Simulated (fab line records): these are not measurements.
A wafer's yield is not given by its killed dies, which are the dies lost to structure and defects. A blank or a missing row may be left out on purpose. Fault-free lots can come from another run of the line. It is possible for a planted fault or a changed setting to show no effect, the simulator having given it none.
fab line records :: flow nand_harc
record
  lots=7
  wafers=21
  last_day=25
route steps=1159 shown A_M1@1058 A_BONDPAD@1059
lots that met no fault: taken from a fault-free run of the same line
start_h: the number of hours between the record's first day and the start of the first shown wafer of the lot :: wait_h: hours from the lot's prior step to this one :: " same as the row above :: L1.1+2: one row covering several wafers at once :: - no value, or no start was given :: * or withheld: withheld :: < > ~ a bound
route shown NAME@n: names a module that has steps shown in the file, with the first one's number in the route :: usual: average and standard deviation across the fault-free wafers :: same: alike in all rows :: chamber/n: place in a boat :: sites: the reading at each site :: _std_site: their standard deviation :: _edge_site: mean of outer sites minus mean of inner sites :: radius_mm: how far each site lies from the wafer's centre :: mask NAME#n: copy n :: behind: the tool/chamber that last shaped the wafer :: hold: cause of the lot's hold/its duration in hours/its outcome :: device: the transistor (n, p or np) that didn't switch :: end of line: tests run on the same wafers once the route is complete :: a step without rows: its recipe alone :: killed: dies lost to structure and defects at the first sort, not the wafer's yield :: map: a wafer's dies, x killed, . not, _ none there
set.NAME: the run value of the setting; set.NAME@STEP: its run value at that earlier step :: model.NAME: the simulator's own value behind a step, which no gauge read
certain route steps with their lots: each step a table, each wafer a row
services: when a tool's chamber went out of use (start_h, in hours from the record's first day, below 0 if earlier), for how many hours, and the reason
## steps
# step NHARC_A_M1_DEP_33
# recipe
  target_thk_a=300
  temp_c=370
  target_thk_nm=30
  pressure_torr=3
  flow_sccm=200
  rf_w=450
  material=SiCN
# usual
  heater_power_w=598/99
lot.wafer: L809.5
tool: pecvd-02
chamber: 2
start_h: 414.10
wait_h: 0.2
heater_power_w: 401

lot.wafer: L809.4
tool: pecvd-02
chamber: 0
start_h: 414.10
wait_h: 0.2
heater_power_w: 595

lot.wafer: L809.6
tool: pecvd-02
chamber: 1
start_h: 414.10
wait_h: 0.2
heater_power_w: 596

lot.wafer: L814.3
tool: pecvd-04
chamber: 1
start_h: 465.13
wait_h: 0.1
heater_power_w: 642

lot.wafer: L814.5
tool: pecvd-04
chamber: 2
start_h: 465.13
wait_h: 0.1
heater_power_w: 663

lot.wafer: L814.4
tool: pecvd-04
chamber: 0
start_h: 465.13
wait_h: 0.1
heater_power_w: 466

lot.wafer: L820.2
tool: pecvd-01
chamber: 1
start_h: 473.46
wait_h: 0.1
heater_power_w: 648

lot.wafer: L820.4
tool: pecvd-01
chamber: 1
start_h: 473.46
wait_h: 0.1
heater_power_w: 674

lot.wafer: L820.5
tool: pecvd-01
chamber: 0
start_h: 473.46
wait_h: 0.1
heater_power_w: 553

lot.wafer: L822.1
tool: pecvd-01
chamber: 0
start_h: 479.35
wait_h: 0.1
heater_power_w: 498

lot.wafer: L822.6
tool: pecvd-01
chamber: 1
start_h: 479.35
wait_h: 0.1
heater_power_w: 638

lot.wafer: L822.5
tool: pecvd-01
chamber: 2
start_h: 479.35
wait_h: 0.1
heater_power_w: 756

lot.wafer: L824.1
tool: pecvd-01
chamber: 2
start_h: 487.91
wait_h: 0.1
heater_power_w: 623

lot.wafer: L824.3
tool: pecvd-01
chamber: 1
start_h: 487.91
wait_h: 0.1
heater_power_w: 781

lot.wafer: L824.6
tool: pecvd-01
chamber: 0
start_h: 487.91
wait_h: 0.1
heater_power_w: 519

lot.wafer: L830.3
tool: pecvd-01
chamber: 1
start_h: 513.44
wait_h: 0.1
heater_power_w: 742

lot.wafer: L830.1
tool: pecvd-01
chamber: 2
start_h: 513.44
wait_h: 0.1
heater_power_w: 716

lot.wafer: L830.5
tool: pecvd-01
chamber: 1
start_h: 513.44
wait_h: 0.1
heater_power_w: 733

lot.wafer: L832.1
tool: pecvd-02
chamber: 2
start_h: 561.06
wait_h: 0.1
heater_power_w: 387

lot.wafer: L832.3
tool: pecvd-02
chamber: 1
start_h: 561.06
wait_h: 0.1
heater_power_w: 725

lot.wafer: L832.5
tool: pecvd-02
chamber: 1
start_h: 561.06
wait_h: 0.1
heater_power_w: 719
# step NHARC_A_BONDPAD_DEP_00
# recipe
  target_thk_a=2500
  temp_c=370
  target_thk_nm=250
  pressure_torr=3
  flow_sccm=200
  rf_w=450
  material=SiCN
# usual
  heater_power_w=609/100
lot.wafer: L809.4
tool: pecvd-04
chamber: 1
start_h: 414.65
wait_h: -
heater_power_w: 640

lot.wafer: L809.5
tool: pecvd-04
chamber: 2
start_h: 414.65
wait_h: -
heater_power_w: 625

lot.wafer: L809.6
tool: pecvd-04
chamber: 0
start_h: 414.65
wait_h: -
heater_power_w: 462

lot.wafer: L814.3
tool: pecvd-04
chamber: 1
start_h: -
wait_h: -
heater_power_w: 656

lot.wafer: L814.5
tool: pecvd-04
chamber: 0
start_h: -
wait_h: -
heater_power_w: 505

lot.wafer: L814.4
tool: pecvd-04
chamber: 2
start_h: -
wait_h: -
heater_power_w: 593

lot.wafer: L820.2
tool: pecvd-04
chamber: 0
start_h: 474.06
wait_h: -
heater_power_w: 497

lot.wafer: L820.5
tool: pecvd-04
chamber: 2
start_h: 474.06
wait_h: -
heater_power_w: 564

lot.wafer: L820.4
tool: pecvd-04
chamber: 1
start_h: 474.06
wait_h: -
heater_power_w: 564

lot.wafer: L822.1
tool: pecvd-04
chamber: 2
start_h: 479.91
wait_h: -
heater_power_w: 693

lot.wafer: L822.5
tool: pecvd-04
chamber: 0
start_h: 479.91
wait_h: -
heater_power_w: 500

lot.wafer: L822.6
tool: pecvd-04
chamber: 1
start_h: 479.91
wait_h: -
heater_power_w: 519

lot.wafer: L824.3
tool: pecvd-04
chamber: 1
start_h: 488.52
wait_h: -
heater_power_w: 556

lot.wafer: L824.1
tool: pecvd-04
chamber: 2
start_h: 488.52
wait_h: -
heater_power_w: 619

lot.wafer: L824.6
tool: pecvd-04
chamber: 1
start_h: 488.52
wait_h: -
heater_power_w: 574

lot.wafer: L830.3
tool: pecvd-04
chamber: 0
start_h: 514.03
wait_h: -
heater_power_w: 480

lot.wafer: L830.1
tool: pecvd-04
chamber: 1
start_h: 514.03
wait_h: -
heater_power_w: 642

lot.wafer: L830.5
tool: pecvd-04
chamber: 2
start_h: 514.03
wait_h: -
heater_power_w: 632

lot.wafer: L832.1
tool: pecvd-01
chamber: 1
start_h: 561.65
wait_h: -
heater_power_w: 720

lot.wafer: L832.3
tool: pecvd-01
chamber: 2
start_h: 561.65
wait_h: -
heater_power_w: 694

lot.wafer: L832.5
tool: pecvd-01
chamber: 0
start_h: 561.65
wait_h: -
heater_power_w: 520
# step NHARC_A_BONDPAD_CMP_29
# recipe
  target_thk_nm=200
  material=SiCN
# usual
  motor_current_A=12.3/0.97
lot.wafer: L809.4
tool: cmp-04
chamber: 3
start_h: 414.95
wait_h: -
motor_current_A: 12.0

lot.wafer: L809.6
tool: cmp-04
chamber: 2
start_h: 414.95
wait_h: -
motor_current_A: 14.1

lot.wafer: L809.5
tool: cmp-04
chamber: 3
start_h: 414.95
wait_h: -
motor_current_A: 12.4

lot.wafer: L814.4
tool: cmp-01
chamber: 1
start_h: 466.01
wait_h: -
motor_current_A: 11.4

lot.wafer: L814.3
tool: cmp-01
chamber: 3
start_h: 466.01
wait_h: -
motor_current_A: 12.5

lot.wafer: L814.5
tool: cmp-01
chamber: 1
start_h: 466.01
wait_h: -
motor_current_A: 11.5

lot.wafer: L820.2
tool: cmp-04
chamber: 1
start_h: 474.42
wait_h: -
motor_current_A: 12.4

lot.wafer: L820.4
tool: cmp-04
chamber: 2
start_h: 474.42
wait_h: -
motor_current_A: 14.2

lot.wafer: L820.5
tool: cmp-04
chamber: 2
start_h: 474.42
wait_h: -
motor_current_A: 13.5

lot.wafer: L822.1
tool: cmp-04
chamber: 3
start_h: 480.23
wait_h: -
motor_current_A: 12.4

lot.wafer: L822.5
tool: cmp-04
chamber: 3
start_h: 480.23
wait_h: -
motor_current_A: 12.2

lot.wafer: L822.6
tool: cmp-04
chamber: 0
start_h: 480.23
wait_h: -
motor_current_A: 10.7

lot.wafer: L824.1
tool: cmp-03
chamber: 2
start_h: 488.88
wait_h: -
motor_current_A: 12.1

lot.wafer: L824.3
tool: cmp-03
chamber: 0
start_h: 488.88
wait_h: -
motor_current_A: 12.5

lot.wafer: L824.6
tool: cmp-03
chamber: 2
start_h: 488.88
wait_h: -
motor_current_A: 12.5

lot.wafer: L830.1
tool: cmp-01
chamber: 0
start_h: 514.40
wait_h: -
motor_current_A: 11.6

lot.wafer: L830.3
tool: cmp-01
chamber: 3
start_h: 514.40
wait_h: -
motor_current_A: 13.2

lot.wafer: L830.5
tool: cmp-01
chamber: 0
start_h: 514.40
wait_h: -
motor_current_A: 12.0

lot.wafer: L832.3
tool: cmp-03
chamber: 0
start_h: 562.04
wait_h: -
motor_current_A: 12.9

lot.wafer: L832.1
tool: cmp-03
chamber: 1
start_h: 562.04
wait_h: -
motor_current_A: 11.3

lot.wafer: L832.5
tool: cmp-03
chamber: 0
start_h: 562.04
wait_h: -
motor_current_A: 13.1
# step NHARC_A_BONDPAD_THK_MEAS_30
# recipe
  thk_meas_gauge=ellipsometry
# usual
  thk_nm=200.3/1.4
lot.wafer: L809.4
tool: film_metro-02
chamber: -
start_h: 415.18
wait_h: 0.2
thk_nm: 199.1

lot.wafer: L809.5
tool: film_metro-02
chamber: -
start_h: 415.18
wait_h: 0.2
thk_nm: 200.9

lot.wafer: L809.6
tool: film_metro-02
chamber: -
start_h: 415.18
wait_h: 0.2
thk_nm: 200.6

lot.wafer: L814.3
tool: film_metro-02
chamber: -
start_h: 466.26
wait_h: 0.2
thk_nm: 199.2

lot.wafer: L814.4
tool: film_metro-02
chamber: -
start_h: 466.26
wait_h: 0.2
thk_nm: 200.5

lot.wafer: L814.5
tool: film_metro-02
chamber: -
start_h: 466.26
wait_h: 0.2
thk_nm: 201.6

lot.wafer: L820.2
tool: film_metro-02
chamber: -
start_h: 474.68
wait_h: 0.2
thk_nm: 200.7

lot.wafer: L820.4
tool: film_metro-02
chamber: -
start_h: 474.68
wait_h: 0.2
thk_nm: 199.6

lot.wafer: L820.5
tool: film_metro-02
chamber: -
start_h: 474.68
wait_h: 0.2
thk_nm: 200.6

lot.wafer: L822.1
tool: film_metro-01
chamber: -
start_h: 480.48
wait_h: 0.2
thk_nm: 199.7

lot.wafer: L822.5
tool: film_metro-01
chamber: -
start_h: 480.48
wait_h: 0.2
thk_nm: 201.0

lot.wafer: L822.6
tool: film_metro-01
chamber: -
start_h: 480.48
wait_h: 0.2
thk_nm: 200.8

lot.wafer: L824.1
tool: film_metro-02
chamber: -
start_h: 489.13
wait_h: 0.2
thk_nm: 200.3

lot.wafer: L824.3
tool: film_metro-02
chamber: -
start_h: 489.13
wait_h: 0.2
thk_nm: 200.1

lot.wafer: L824.6
tool: film_metro-02
chamber: -
start_h: 489.13
wait_h: 0.2
thk_nm: 199.2

lot.wafer: L830.1
tool: film_metro-02
chamber: -
start_h: 514.65
wait_h: 0.2
thk_nm: 199.2

lot.wafer: L830.3
tool: film_metro-02
chamber: -
start_h: 514.65
wait_h: 0.2
thk_nm: 199.3

lot.wafer: L830.5
tool: film_metro-02
chamber: -
start_h: 514.65
wait_h: 0.2
thk_nm: 199.8

lot.wafer: L832.1
tool: film_metro-01
chamber: -
start_h: 562.27
wait_h: 0.2
thk_nm: 200.4

lot.wafer: L832.3
tool: film_metro-01
chamber: -
start_h: 562.27
wait_h: 0.2
thk_nm: 200.4

lot.wafer: L832.5
tool: film_metro-01
chamber: -
start_h: 562.27
wait_h: 0.2
thk_nm: 197.6
# step NHARC_A_BONDPAD_SRD_31
# step NHARC_A_BONDPAD_DEHYDRATE_01
# recipe
  temp_c=150
  time_s=120
# step NHARC_A_BONDPAD_HMDS_02
# recipe
  time_s=30
# step NHARC_A_BONDPAD_COAT_33
# recipe
  temp_c=200
  time_s=65
# step NHARC_A_BONDPAD_COAT_03
# recipe
  spin_rpm=2000
  resist_thk_nm=600
# step NHARC_A_BONDPAD_SOFTBAKE_04
# recipe
  temp_c=125
  time_s=70
# step NHARC_A_BONDPAD_EBR_05
# step NHARC_A_BONDPAD_EXPOSE_06
# recipe
  na=0.55
  dose_mj=36.99
  mask_id=A_BPAD
# step NHARC_A_BONDPAD_PEB_07
# recipe
  peb_temp_c=128
  peb_time_s=80
# usual
  chill_plate_temp_C=23.01/0.11
  exhaust_pa=45.1/0.86
  plate_temp_C=127.99/0.14
lot.wafer: L809.4
tool: litho_track-02
chamber: 0
start_h: 415.66
wait_h: 0.1
chill_plate_temp_C: 22.95
exhaust_pa: 46.4
plate_temp_C: 128.10

lot.wafer: L809.5
tool: litho_track-02
chamber: 0
start_h: 415.66
wait_h: 0.1
chill_plate_temp_C: 23.01
exhaust_pa: 46.3
plate_temp_C: 127.81

lot.wafer: L809.6
tool: litho_track-02
chamber: 0
start_h: 415.66
wait_h: 0.1
chill_plate_temp_C: 22.91
exhaust_pa: 45.6
plate_temp_C: 127.80

lot.wafer: L814.3
tool: litho_track-02
chamber: 0
start_h: 466.76
wait_h: 0.1
chill_plate_temp_C: 23.02
exhaust_pa: 46.4
plate_temp_C: 127.84

lot.wafer: L814.4
tool: litho_track-02
chamber: 0
start_h: 466.76
wait_h: 0.1
chill_plate_temp_C: 22.96
exhaust_pa: 46.7
plate_temp_C: 127.82

lot.wafer: L814.5
tool: litho_track-02
chamber: 0
start_h: 466.76
wait_h: 0.1
chill_plate_temp_C: 22.89
exhaust_pa: 46.3
plate_temp_C: 127.74

lot.wafer: L820.2
tool: litho_track-07
chamber: -
start_h: 475.15
wait_h: 0.1
chill_plate_temp_C: -
exhaust_pa: -
plate_temp_C: -

lot.wafer: L820.4
tool: litho_track-07
chamber: -
start_h: 475.15
wait_h: 0.1
chill_plate_temp_C: -
exhaust_pa: -
plate_temp_C: -

lot.wafer: L820.5
tool: litho_track-07
chamber: -
start_h: 475.15
wait_h: 0.1
chill_plate_temp_C: -
exhaust_pa: -
plate_temp_C: -

lot.wafer: L822.1
tool: litho_track-02
chamber: -
start_h: 480.96
wait_h: 0.1
chill_plate_temp_C: -
exhaust_pa: -
plate_temp_C: -

lot.wafer: L822.5
tool: litho_track-02
chamber: -
start_h: 480.96
wait_h: 0.1
chill_plate_temp_C: -
exhaust_pa: -
plate_temp_C: -

lot.wafer: L822.6
tool: litho_track-02
chamber: -
start_h: 480.96
wait_h: 0.1
chill_plate_temp_C: -
exhaust_pa: -
plate_temp_C: -

lot.wafer: L824.1
tool: litho_track-02
chamber: -
start_h: 489.48
wait_h: 0.1
chill_plate_temp_C: -
exhaust_pa: -
plate_temp_C: -

lot.wafer: L824.3
tool: litho_track-02
chamber: -
start_h: 489.48
wait_h: 0.1
chill_plate_temp_C: -
exhaust_pa: -
plate_temp_C: -

lot.wafer: L824.6
tool: litho_track-02
chamber: -
start_h: 489.48
wait_h: 0.1
chill_plate_temp_C: -
exhaust_pa: -
plate_temp_C: -

lot.wafer: L830.1
tool: litho_track-07
chamber: 0
start_h: 515.00
wait_h: 0.1
chill_plate_temp_C: 23.00
exhaust_pa: 44.9
plate_temp_C: 128.02

lot.wafer: L830.3
tool: litho_track-07
chamber: 0
start_h: 515.00
wait_h: 0.1
chill_plate_temp_C: 23.04
exhaust_pa: 45.2
plate_temp_C: 127.89

lot.wafer: L830.5
tool: litho_track-07
chamber: 0
start_h: 515.00
wait_h: 0.1
chill_plate_temp_C: 22.89
exhaust_pa: 44.1
plate_temp_C: 128.14

lot.wafer: L832.1
tool: litho_track-05
chamber: 0
start_h: 562.62
wait_h: 0.1
chill_plate_temp_C: 23.06
exhaust_pa: 44.6
plate_temp_C: 128.00

lot.wafer: L832.3
tool: litho_track-05
chamber: 0
start_h: 562.62
wait_h: 0.1
chill_plate_temp_C: 22.85
exhaust_pa: 46.0
plate_temp_C: 127.99

lot.wafer: L832.5
tool: litho_track-05
chamber: 0
start_h: 562.62
wait_h: 0.1
chill_plate_temp_C: 22.89
exhaust_pa: 44.3
plate_temp_C: 127.92
# step NHARC_A_BONDPAD_DEVELOP_08
# recipe
  time_s=50
  dev_temp_c=22
## services
tool: cmp-03
chamber: -
start_h: 398.86
hours: 11.7
kind: repair

tool: cmp-04
chamber: -
start_h: 399.17
hours: 4.0
kind: pm

tool: litho_track-05
chamber: -
start_h: 412.00
hours: 7.0
kind: pm

tool: pecvd-01
chamber: -
start_h: 418.88
hours: 13.0
kind: pm

tool: pecvd-01
chamber: 0
start_h: 418.88
hours: 13.0
kind: vent_cycle

tool: pecvd-01
chamber: 1
start_h: 418.88
hours: 13.0
kind: vent_cycle

tool: pecvd-01
chamber: 2
start_h: 418.88
hours: 13.0
kind: vent_cycle

tool: cmp-04
chamber: -
start_h: 431.47
hours: 1.5
kind: repair

tool: cmp-03
chamber: -
start_h: 450.18
hours: 4.0
kind: pm

tool: cmp-01
chamber: -
start_h: 473.74
hours: 4.0
kind: pm

tool: cmp-03
chamber: -
start_h: 476.97
hours: 2.1
kind: repair

tool: cmp-04
chamber: -
start_h: 497.17
hours: 4.0
kind: pm

tool: litho_track-02
chamber: -
start_h: 515.00
hours: 7.0
kind: pm

tool: pecvd-02
chamber: -
start_h: 515.24
hours: 13.0
kind: pm

tool: cmp-03
chamber: -
start_h: 517.21
hours: 2.7
kind: repair

tool: litho_track-07
chamber: -
start_h: 539.01
hours: 7.0
kind: pm

tool: pecvd-04
chamber: 2
start_h: 539.23
hours: 5.6
kind: repair

tool: cmp-03
chamber: -
start_h: 542.60
hours: 1.1
kind: repair

tool: cmp-03
chamber: -
start_h: 544.50
hours: 1.5
kind: repair

tool: cmp-03
chamber: -
start_h: 548.18
hours: 4.0
kind: pm

tool: pecvd-04
chamber: -
start_h: 557.13
hours: 13.0
kind: pm

tool: pecvd-04
chamber: 0
start_h: 557.13
hours: 13.0
kind: vent_cycle

tool: pecvd-04
chamber: 1
start_h: 557.13
hours: 13.0
kind: vent_cycle

tool: pecvd-04
chamber: 2
start_h: 557.13
hours: 13.0
kind: vent_cycle
## key
first_sign
  step=NHARC_A_BONDPAD_PEB_07
  reading=tool_record
  direction=missing
effect none on later readings
met_at NHARC_A_BONDPAD_PEB_07
struck_wafers L820.2,L820.4,L820.5,L822.1,L822.5,L822.6,L824.1,L824.3,L824.6
later_rows_left_out L820.2,L820.4,L820.5,L822.1,L822.5,L822.6,L824.1,L824.3,L824.6
sort_left_out L820.2,L820.4,L820.5,L822.1,L822.5,L822.6,L824.1,L824.3,L824.6
onset_between 466.76 475.15
fault
  kind=skipped_step_whole
  tool=litho_track-02,litho_track-07
  chamber=-
  onset_h=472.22
  steps=NHARC_A_BONDPAD_PEB_07
  scope=struck_lots_only
# sort_left_out: the simulated sort isn't trusted on such a fault, so these wafers' sort isn't shown, and their yield isn't known
# later_rows_left_out: the simulator's readings of these wafers behind a module that went badly wrong aren't trusted and aren't shown, but for the sort
